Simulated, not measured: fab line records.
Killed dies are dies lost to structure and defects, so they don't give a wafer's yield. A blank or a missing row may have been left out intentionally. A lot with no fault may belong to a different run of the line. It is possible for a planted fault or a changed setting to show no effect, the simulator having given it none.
A single fault, viewed from 3 desks + flow n5 finfet + each desk has only its own numbers; what lay behind them comes last

THE DEFECT DESK
Per lot, the means of the sampled wafers with a number show what the inspections along the route counted. If a lot's mean is further than 4 standard deviations from the usual mean, the lot is out of limits and carries the mark OUT (the distance appears in the brackets).
Columns: A = raw defect count at N5_BEOL_M9_INSPECT_13, usual 404
| lot  | first seen here | A   |
|------|-----------------|-----|
| L989 | day 9 14:25     | 453 |
| L991 | day 10 01:35    | 316 |
| L994 | day 11 07:28    | 466 |
| L995 | day 11 13:34    | 346 |
| L107 | day 15 04:45    | 514 |
Finding of this desk: none of the 5 lots has anything out of limits.

AT THE METROLOGY DESK
Lot by lot, what the gauges showed, no matter which tool ran the lot: averages of those sampled wafers that carry a number. If a lot's mean is further than 4 standard deviations from the usual mean, the lot is out of limits and carries the mark OUT (the distance appears in the brackets).
Columns: A = cd nm at N5_BEOL_M9_CD_MEAS_11, usual 64.6 nm; B = M9_OVL at N5_BEOL_M9_OVL_MEAS_12, usual -0.2 nm
| lot  | first seen here | A    | B    |
|------|-----------------|------|------|
| L989 | day 9 14:22     | 64.3 | 1.1  |
| L991 | day 10 01:32    | 64.7 | -0.1 |
| L994 | day 11 07:25    | 64.0 | -0.5 |
| L995 | day 11 13:31    | 64.3 | -0.1 |
| L107 | day 15 04:42    | 63.8 | -0.6 |
Finding of this desk: none of the 5 lots has anything out of limits.

FOR THE TOOL OWNER'S DESK: rie diel-06
The tool's own readings at N5_BEOL_M9_ETCH_62 (etches SOC in N2/H2, target depth 110 nm, overetch 22 nm, time 165 s): means of the sampled wafers that have a number, for each lot that ran on this tool. If a lot's mean is further than 4 standard deviations from the usual mean, the lot is out of limits and carries the mark OUT (the distance appears in the brackets).
Columns: A = drypump motor current A at N5_BEOL_M9_ETCH_62, usual 5.9 A; B = oes product au at N5_BEOL_M9_ETCH_62, usual 0.62 a.u.; C = rf vpp V at N5_BEOL_M9_ETCH_62, usual 524.7 V; D = showerhead plenum p Torr at N5_BEOL_M9_ETCH_62, usual 2.58 Torr; E = throttle valve pct at N5_BEOL_M9_ETCH_62, usual 17.92 %
| lot  | first seen here | A   | B    | C     | D    | E     |
|------|-----------------|-----|------|-------|------|-------|
| L989 | day 9 14:32     | 6.2 | 0.64 | 520.8 | 2.43 | 17.86 |
| L107 | day 15 04:52    | 6.0 | 0.71 | 524.5 | 2.57 | 17.60 |
Finding of this desk: none of the 2 lots has anything out of limits.

BROUGHT TOGETHER
Nothing the defect desk looked at was out of limits.
The metrology desk saw nothing out of limits.
The desk of the tool owner found nothing out of limits.

WHAT THE SIMULATOR HAD PUT IN
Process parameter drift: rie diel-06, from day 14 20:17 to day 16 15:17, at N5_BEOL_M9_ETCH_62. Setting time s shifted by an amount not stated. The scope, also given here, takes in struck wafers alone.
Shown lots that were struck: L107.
